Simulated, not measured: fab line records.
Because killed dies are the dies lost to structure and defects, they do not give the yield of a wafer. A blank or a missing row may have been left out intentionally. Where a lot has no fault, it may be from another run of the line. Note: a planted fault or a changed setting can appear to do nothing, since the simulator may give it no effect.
Which tool was responsible? + flow n5_finfet + 29 wafers from 10 lots sampled at 4 of the route's 1938 steps

## WHAT THE GAUGES SHOWED, per wafer
The record lacks any reading of a measuring or inspecting step that a usual standard deviation could be used to judge.

## EACH LOT AND THE TOOL THAT RAN IT (in order: tool; ch and the chambers of the sampled wafers; start)
| lot  | N5_BEOL_M14_ILD_DEP_00          | N5_BEOL_M14_VIA_ETCH_16            | N5_BEOL_M14_ETCH_67                | N5_BEOL_M14_ANNEAL_48            |
|------|---------------------------------|------------------------------------|------------------------------------|----------------------------------|
| L315 | pecvd-02 ch 0,1,2, day 11 00:27 | rie_diel-01 ch 0,2,3, day 11 01:07 | rie_diel-01 ch 0,1,2, day 11 02:35 | rtp_anneal-02 ch 0, day 11 04:19 |
| L316 | pecvd-02 ch 0,1,2, day 11 22:55 | rie_diel-01 ch 1,2,3, day 11 23:52 | rie_diel-05 ch 1,2, day 12 01:33   | rtp_anneal-01 ch 0, day 12 03:41 |
| L317 | pecvd-04 ch 0,2, day 12 08:42   | rie_diel-05 ch 1,2, day 12 09:22   | rie_diel-06 ch 1,2, day 12 10:10   | rtp_anneal-01 ch 0, day 12 13:44 |
| L319 | pecvd-03 ch 0,1, day 12 17:52   | rie_diel-06 ch 1,2,3, day 12 18:41 | rie_diel-06 ch 0,1,2, day 12 19:36 | rtp_anneal-02 ch 0, day 12 23:24 |
| L320 | pecvd-03 ch 0,1, day 13 11:24   | rie_diel-01 ch 1,3, day 13 12:17   | rie_diel-06 ch 1,3, day 13 13:05   | rtp_anneal-02 ch 0, day 13 16:41 |
| L331 | pecvd-04 ch 0,2, day 15 23:34   | rie_diel-01 ch 0,2,3, day 16 00:22 | rie_diel-01 ch 0,2, day 16 01:32   | rtp_anneal-02 ch 0, day 16 04:59 |
| L332 | pecvd-02 ch 0,1,2, day 16 03:11 | rie_diel-01 ch 0,1, day 16 04:16   | rie_diel-01 ch 1,2,3, day 16 05:16 | rtp_anneal-02 ch 0, day 16 08:25 |
| L336 | pecvd-02 ch 1,2, day 17 12:19   | rie_diel-01 ch 0,3, day 17 13:00   | rie_diel-05 ch 2,3, day 17 14:04   | rtp_anneal-01 ch 0, day 17 16:57 |
| L337 | pecvd-04 ch 0,1, day 17 21:17   | rie_diel-01 ch 0,2,3, day 17 22:01 | rie_diel-06 ch 1,3, day 17 23:07   | rtp_anneal-02 ch 0, day 18 07:43 |
| L338 | pecvd-03 ch 0,2, day 17 23:04   | rie_diel-05 ch 0,3, day 17 23:56   | rie_diel-05 ch 0,2,3, day 18 00:45 | rtp_anneal-01 ch 0, day 18 07:47 |
- N5_BEOL_M14_ILD_DEP_00: deposits SiO2 from TEOS/O2, target thk 1119.3 nm, time 237.4 s.
- N5_BEOL_M14_VIA_ETCH_16: etches SiO2 in C4F8/O2/Ar, target depth 1231.3 nm.
- N5_BEOL_M14_ETCH_67: etches SiARC in CF4, target depth 143 nm, time 238.3 s.
- N5_BEOL_M14_ANNEAL_48: time 90 s.

## WHAT THE TOOLS THEMSELVES READ (means of the sampled wafers that have a number; where no wafer has one, the mark that the record gives instead)
N5_BEOL_M14_ILD_DEP_00. Usual: heater_power_w 581 W, standard deviation 110; showerhead_plenum_p_Torr 8.35 Torr, standard deviation 0.042; throttle_valve_pct 18.9 %, standard deviation 0.91.
| lot  | tool     | heater_power_w (W) | showerhead_plenum_p_Torr (Torr) | throttle_valve_pct (%) | flag |
|------|----------|--------------------|---------------------------------|------------------------|------|
| L315 | pecvd-02 | 510                | 8.35                            | 18.3                   |      |
| L316 | pecvd-02 | 517                | 8.35                            | 18.3                   |      |
| L317 | pecvd-04 | 681                | 8.33                            | 18.3                   |      |
| L319 | pecvd-03 | 603                | 8.34                            | 20.1                   |      |
| L320 | pecvd-03 | 594                | 8.34                            | 20.0                   |      |
| L331 | pecvd-04 | 707                | 8.34                            | 19.0                   |      |
| L332 | pecvd-02 | 521                | 8.35                            | 18.5                   |      |
| L336 | pecvd-02 | 509                | 8.37                            | 18.7                   |      |
| L337 | pecvd-04 | 725                | 8.36                            | 20.1                   |      |
| L338 | pecvd-03 | 450                | 8.33                            | 19.1                   |      |

N5_BEOL_M14_VIA_ETCH_16. Usual: drypump_motor_current_A 5.6 A, standard deviation 0.59; oes_ar_750_au 0.80 a.u., standard deviation 0.077; oes_product_au 0.73 a.u., standard deviation 0.072; rf_vpp_V 2233 V, standard deviation 25; showerhead_plenum_p_Torr 3.42 Torr, standard deviation 0.11; throttle_valve_pct 30.83 %, standard deviation 0.26.
| lot  | tool        | drypump_motor_current_A (A) | oes_ar_750_au (a.u.) | oes_product_au (a.u.) | rf_vpp_V (V) | showerhead_plenum_p_Torr (Torr) | throttle_valve_pct (%) | flag |
|------|-------------|-----------------------------|----------------------|-----------------------|--------------|---------------------------------|------------------------|------|
| L315 | rie_diel-01 | 5.6                         | 0.84                 | 0.76                  | 2237         | 3.39                            | 30.68                  |      |
| L316 | rie_diel-01 | 5.6                         | 0.81                 | 0.73                  | 2232         | 3.42                            | 30.63                  |      |
| L317 | rie_diel-05 | 5.6                         | 0.92                 | 0.84                  | 2256         | 3.47                            | 30.66                  |      |
| L319 | rie_diel-06 | 5.6                         | 0.85                 | 0.78                  | 2237         | 3.54                            | 31.12                  |      |
| L320 | rie_diel-01 | 5.2                         | 0.80                 | 0.73                  | 2244         | 3.37                            | 30.71                  |      |
| L331 | rie_diel-01 | 5.5                         | 0.80                 | 0.71                  | 2233         | 3.37                            | 30.71                  |      |
| L332 | rie_diel-01 | 5.0                         | 0.71                 | 0.64                  | 2232         | 3.35                            | 30.87                  |      |
| L336 | rie_diel-01 | 5.1                         | 0.80                 | 0.73                  | 2253         | 3.31                            | 30.76                  |      |
| L337 | rie_diel-01 | 5.5                         | 0.77                 | 0.70                  | 2233         | 3.36                            | 30.73                  |      |
| L338 | rie_diel-05 | 6.1                         | 0.82                 | 0.75                  | 2212         | 3.39                            | 30.80                  |      |

N5_BEOL_M14_ETCH_67. Usual: drypump_motor_current_A 5.6 A, standard deviation 0.57; etch_rf_on_time_s 238 s, standard deviation 3.3; oes_product_au 0.69 a.u., standard deviation 0.071; rf_vpp_V 184.1 V, standard deviation 1.3; showerhead_plenum_p_Torr 2.15 Torr, standard deviation 0.075; throttle_valve_pct 15.55 %, standard deviation 0.29.
| lot  | tool        | drypump_motor_current_A (A) | etch_rf_on_time_s (s) | oes_product_au (a.u.) | rf_vpp_V (V) | showerhead_plenum_p_Torr (Torr) | throttle_valve_pct (%) | flag |
|------|-------------|-----------------------------|-----------------------|-----------------------|--------------|---------------------------------|------------------------|------|
| L315 | rie_diel-01 | 5.5                         | 238                   | 0.66                  | 183.1        | 2.12                            | 15.53                  |      |
| L316 | rie_diel-05 | 5.6                         | 237                   | 0.79                  | 185.0        | 2.16                            | 15.16                  |      |
| L317 | rie_diel-06 | 6.0                         | 236                   | 0.74                  | 184.0        | 2.21                            | 15.55                  |      |
| L319 | rie_diel-06 | 5.7                         | 236                   | 0.68                  | 185.3        | 2.16                            | 15.71                  |      |
| L320 | rie_diel-06 | 5.2                         | 197                   | 0.79                  | 184.6        | 2.17                            | 15.76                  | OFF  |
| L331 | rie_diel-01 | 6.0                         | 235                   | 0.65                  | 184.0        | 2.12                            | 15.51                  |      |
| L332 | rie_diel-01 | 5.5                         | 238                   | 0.65                  | 183.3        | 2.12                            | 15.46                  |      |
| L336 | rie_diel-05 | 5.7                         | 237                   | 0.74                  | 184.5        | 2.17                            | 15.32                  |      |
| L337 | rie_diel-06 | 5.1                         | 240                   | 0.63                  | 184.1        | 2.12                            | 15.94                  |      |
| L338 | rie_diel-05 | 5.9                         | 236                   | 0.72                  | 184.3        | 2.14                            | 15.42                  |      |

N5_BEOL_M14_ANNEAL_48. Usual: wafer_temp_C_max at 225.95, with a standard deviation of 0.28.
| lot  | tool          | wafer_temp_C_max | flag |
|------|---------------|------------------|------|
| L315 | rtp_anneal-02 | 225.57           |      |
| L316 | rtp_anneal-01 | 225.89           |      |
| L317 | rtp_anneal-01 | 226.04           |      |
| L319 | rtp_anneal-02 | 225.99           |      |
| L320 | rtp_anneal-02 | 225.97           |      |
| L331 | rtp_anneal-02 | 225.78           |      |
| L332 | rtp_anneal-02 | 225.61           |      |
| L336 | rtp_anneal-01 | 225.98           |      |
| L337 | rtp_anneal-02 | 225.65           |      |
| L338 | rtp_anneal-01 | 225.84           |      |

## THE ANSWER, worked out from the rows above alone
Rule: take the mean of a lot's wafers that have a number; if it is more than 3 standard deviations from the usual mean, the lot is off. A lot without any number at a reading at which 4 lots or more have one is off too. Where the step has rows for the other lots, those lots are counted as sound. The gauges are gone through in route order, then the tools' own readings, and for those a lot's mean is taken as printed above. At the first step where some lot is off, the reading lying furthest off is the one used; lots without a number count as furthest.
Off: L320 (N5_BEOL_M14_ETCH_67, etch_rf_on_time_s).
A tool fits if, at that step or a process step before it, it ran every lot that is off, and no sound lot after the first of them. Of those tried, none fits.

## WHAT HAD BEEN PUT IN BY THE SIMULATOR
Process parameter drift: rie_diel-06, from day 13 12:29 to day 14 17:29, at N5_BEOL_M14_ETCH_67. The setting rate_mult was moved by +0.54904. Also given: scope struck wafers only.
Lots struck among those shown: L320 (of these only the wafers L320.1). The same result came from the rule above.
